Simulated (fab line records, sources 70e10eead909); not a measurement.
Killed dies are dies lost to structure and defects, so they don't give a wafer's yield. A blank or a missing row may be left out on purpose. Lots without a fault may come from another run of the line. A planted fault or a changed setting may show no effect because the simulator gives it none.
Which tool did it? | flow nand_harc | 13 lots, 37 wafers sampled, at 6 steps of a route of 1302

WHAT THE GAUGES READ, wafer by wafer
NHARC_A_ONON_D1_THK_MEAS_30: measures by ellipsometry.
lot  | measured     | on            | thk_nm (nm)
L228 | day 8 03:56  | film_metro-02 | 1006 1006 1006
L229 | day 8 14:31  | film_metro-02 | 1017 1017 1018
L230 | day 9 01:05  | film_metro-01 | 1007 1008 1009
L231 | day 9 11:17  | film_metro-02 | 985 982 982
L232 | day 9 21:16  | film_metro-01 | 1009 1008 1009
L234 | day 10 15:56 | film_metro-01 | 992 992 991
L237 | day 12 15:00 | film_metro-02 | 997 999 999
L240 | day 13 02:04 | film_metro-01 | 988 987 574 988 986 574
L241 | day 14 04:59 | film_metro-02 | 605 607
L246 | day 15 19:17 | film_metro-02 | 1010 1009 1009
L248 | day 16 15:10 | film_metro-01 | 1000 999 1000
L250 | day 17 09:47 | film_metro-02 | 994 995 995
L251 | day 17 19:51 | film_metro-02 | 1025 1025 1027

NHARC_END_SORT_01.
lot  | measured     | on        | killed_at_array | killed_at_other | killed_at_periphery | killed_dies | killed_open | killed_short
L228 | day 25 04:38 | prober-02 | 70 75 72        | 0 1 0           | 5 3 2               | 75 79 74    | 3 4 7       | 1 6 4
L229 | day 24 20:51 | prober-02 | 74 68 69        | 0 0 0           | 1 3 6               | 75 71 75    | 1 3 1       | 3 2 4
L230 | day 25 13:07 | prober-01 | 79 80 57        | 0 4 3           | 4 1 0               | 83 85 60    | 8 2 3       | 1 2 3
L231 | day 25 06:57 | prober-01 | 85 74 69        | 0 0 0           | 1 3 3               | 86 77 72    | 2 3 2       | 0 2 4
L232 | day 25 17:34 | prober-02 | 106 90 90       | 1 0 0           | 1 3 3               | 108 93 93   | 3 5 4       | 2 3 3
L234 | day 26 13:50 | prober-02 | 39 56 46        | 0 0 0           | 5 3 3               | 44 59 49    | 2 3 3       | 4 2 3
L237 | day 28 15:37 | prober-01 | 61 54 63        | 0 2 1           | 1 2 2               | 62 58 66    | 2 3 2       | 2 1 5
L240 | day 29 03:45 | prober-02 | 49 35 667       | 0 0 2           | 3 7 8               | 52 42 677   | 2 4 5       | 2 3 2
L241 | day 30 10:48 | prober-01 | 668             | 3               | 6                   | 677         | 2           | 4
L246 | day 32 14:59 | prober-01 | 61 54 57        | 0 0 0           | 2 2 1               | 63 56 58    | 6 4 2       | 3 2 4
L248 | day 33 03:55 | prober-02 | 61 72 59        | 1 0 0           | 4 2 5               | 66 74 64    | 6 1 2       | 4 5 3
L250 | day 33 03:03 | prober-01 | 59 53 44        | 2 1 5           | 0 2 4               | 61 56 53    | 4 2 4       | 5 0 2
L251 | day 34 04:56 | prober-01 | 47 60 61        | 2 0 2           | 12 2 2              | 61 62 65    | 4 3 5       | 1 2 0

WHICH TOOL RAN EACH LOT (tool, then ch and the chambers of the sampled wafers, then the start)
lot  | NHARC_A_ZERO_WELL_RTA_16         | NHARC_A_ONON_D1_DEP_28           | NHARC_A_CHANNEL_HOLE_D1_DEP_00 | NHARC_A_CHANNEL_HOLE_D1_DEP_01
L228 | rtp_anneal-02 ch 0, day 6 20:04  | pecvd_onon-02 ch 0, day 8 03:26  | acl_dep-01 ch 0, day 8 04:33   | pecvd-02 ch 0,1,2, day 8 06:29
L229 | rtp_anneal-01 ch 0, day 7 01:58  | pecvd_onon-03 ch 0, day 8 14:00  | acl_dep-03 ch 0, day 8 15:07   | pecvd-02 ch 0,1, day 8 16:59
L230 | rtp_anneal-02 ch 0, day 7 15:41  | pecvd_onon-03 ch 0, day 9 00:38  | acl_dep-02 ch 0, day 9 02:00   | pecvd-01 ch 1,2, day 9 03:40
L231 | rtp_anneal-01 ch 0, day 8 00:02  | pecvd_onon-02 ch 0, day 9 10:57  | acl_dep-03 ch 0, day 9 15:10   | pecvd-03 ch 0,1,2, day 9 16:13
L232 | rtp_anneal-01 ch 0, day 8 11:13  | pecvd_onon-03 ch 0, day 9 20:43  | acl_dep-03 ch 0, day 9 22:07   | pecvd-02 ch 0,1, day 10 00:02
L234 | rtp_anneal-01 ch 0, day 9 06:39  | pecvd_onon-02 ch 0, day 10 15:25 | acl_dep-01 ch 0, day 10 16:34  | pecvd-01 ch 0,1,2, day 10 18:29
L237 | rtp_anneal-02 ch 0, day 11 02:40 | pecvd_onon-03 ch 0, day 12 14:29 | acl_dep-03 ch 0, day 12 15:36  | pecvd-01 ch 0,1,2, day 12 17:32
L240 | rtp_anneal-01 ch 0, day 11 17:20 | pecvd_onon-02 ch 0, day 13 01:34 | acl_dep-02 ch 0, day 13 09:41  | pecvd-01 ch 0,2, day 13 11:37
L241 | rtp_anneal-02 ch 0, day 12 20:23 | pecvd_onon-02 ch 0, day 14 04:32 | -                              | -
L246 | rtp_anneal-01 ch 0, day 14 04:49 | pecvd_onon-03 ch 0, day 15 18:46 | acl_dep-03 ch 0, day 15 19:53  | pecvd-01 ch 0,1,2, day 15 21:47
L248 | rtp_anneal-02 ch 0, day 15 05:40 | pecvd_onon-04 ch 0, day 16 14:43 | acl_dep-03 ch 0, day 16 18:28  | pecvd-03 ch 1,2, day 16 20:05
L250 | rtp_anneal-02 ch 0, day 15 22:32 | pecvd_onon-02 ch 0, day 17 09:16 | acl_dep-01 ch 0, day 17 10:25  | pecvd-03 ch 0,1,2, day 17 12:20
L251 | rtp_anneal-02 ch 0, day 16 06:37 | pecvd_onon-02 ch 0, day 17 19:24 | acl_dep-01 ch 0, day 17 20:47  | pecvd-01 ch 0,1,2, day 17 22:26
- NHARC_A_ZERO_WELL_RTA_16: time 10 s.
- NHARC_A_ONON_D1_DEP_28: target thk 1000 nm.
- NHARC_A_CHANNEL_HOLE_D1_DEP_00: deposits aC, target thk 3100 nm.
- NHARC_A_CHANNEL_HOLE_D1_DEP_01: deposits SiON, target thk 140 nm.

WHAT THE TOOLS THEMSELVES READ (means of the sampled wafers that have a number; where no wafer has one, the mark that the record gives instead)
NHARC_A_ZERO_WELL_RTA_16.
lot  | tool          | lamp_power_pct (%) | wafer_temp_C_max
L228 | rtp_anneal-02 | 28                 | 1005.6
L229 | rtp_anneal-01 | 34                 | 1004.5
L230 | rtp_anneal-02 | 28                 | 1004.3
L231 | rtp_anneal-01 | 34                 | 1004.1
L232 | rtp_anneal-01 | 34                 | 1005.3
L234 | rtp_anneal-01 | 34                 | 1004.9
L237 | rtp_anneal-02 | 28                 | 1005.1
L240 | rtp_anneal-01 | 34                 | 1004.8
L241 | rtp_anneal-02 | 28                 | 1003.6
L246 | rtp_anneal-01 | 34                 | 1005.5
L248 | rtp_anneal-02 | 28                 | 1005.9
L250 | rtp_anneal-02 | 28                 | 1004.4
L251 | rtp_anneal-02 | 28                 | 1004.7

NHARC_A_ONON_D1_DEP_28.
lot  | tool          | n2_flow_sccm (sccm) | n2o_flow_sccm (sccm)
L228 | pecvd_onon-02 | 2746                | 1998
L229 | pecvd_onon-03 | 2753                | 2006
L230 | pecvd_onon-03 | 2755                | 1999
L231 | pecvd_onon-02 | 2752                | 2004
L232 | pecvd_onon-03 | 2747                | 2004
L234 | pecvd_onon-02 | 2748                | 1994
L237 | pecvd_onon-03 | 2752                | 1996
L240 | pecvd_onon-02 | 2750                | 1999
L241 | pecvd_onon-02 | 2741                | 2000
L246 | pecvd_onon-03 | 2738                | 1995
L248 | pecvd_onon-04 | 2761                | 2002
L250 | pecvd_onon-02 | 2751                | 1998
L251 | pecvd_onon-02 | 2741                | 1997

NHARC_A_CHANNEL_HOLE_D1_DEP_00.
lot  | tool       | throttle_valve_pct (%)
L228 | acl_dep-01 | 34.998
L229 | acl_dep-03 | 34.997
L230 | acl_dep-02 | 35.000
L231 | acl_dep-03 | 34.997
L232 | acl_dep-03 | 35.001
L234 | acl_dep-01 | 34.999
L237 | acl_dep-03 | 34.996
L240 | acl_dep-02 | 35.002
L246 | acl_dep-03 | 34.998
L248 | acl_dep-03 | 35.000
L250 | acl_dep-01 | 35.003
L251 | acl_dep-01 | 34.997

NHARC_A_CHANNEL_HOLE_D1_DEP_01.
lot  | tool     | heater_power_w (W) | showerhead_vpp_V (V)
L228 | pecvd-02 | 768                | 1190
L229 | pecvd-02 | 771                | 1214
L230 | pecvd-01 | 673                | 1170
L231 | pecvd-03 | 710                | 1175
L232 | pecvd-02 | 719                | 1238
L234 | pecvd-01 | 743                | 1167
L237 | pecvd-01 | 736                | 1151
L240 | pecvd-01 | 752                | 1164
L246 | pecvd-01 | 756                | 1158
L248 | pecvd-03 | 741                | 1096
L250 | pecvd-03 | 746                | 1171
L251 | pecvd-01 | 725                | 1146

THE ANSWER, worked out from the rows above alone
Rule: what is usual is taken from the lots themselves. Put in order of their means at a reading, lots are off if they are a third of the lots or fewer, leave a main group of 4 or more, and stand apart from it by a gap of 3 or more times the standard deviation of the main group's means; of several such gaps the widest counts. A main group whose means are all the same, to the digits that the tables above print for the reading, isn't used. A lot without any number at a reading at which 4 lots or more have one is off too. The other lots that the step has rows for count as sound. The gauges are gone through in route order, then the tools' own readings, and for those a lot's mean is taken as printed above. The first step at which some lot is off is used, and at that step the reading that is off furthest; a lot without a number counts as furthest.
Off: L240, L241, at NHARC_A_ONON_D1_THK_MEAS_30 (thk_nm). The main group: mean 1004 nm, standard deviation 11.
A tool fits if, at a process step before that reading, it ran every lot that is off, and no sound lot after the first of them. The gauges at NHARC_A_ONON_D1_THK_MEAS_30 aren't tried: what is off there is off at NHARC_END_SORT_01 too, on other tools, and a gauge's error can't cause that. None of those tried fits.

WHAT THE SIMULATOR HAD PUT IN
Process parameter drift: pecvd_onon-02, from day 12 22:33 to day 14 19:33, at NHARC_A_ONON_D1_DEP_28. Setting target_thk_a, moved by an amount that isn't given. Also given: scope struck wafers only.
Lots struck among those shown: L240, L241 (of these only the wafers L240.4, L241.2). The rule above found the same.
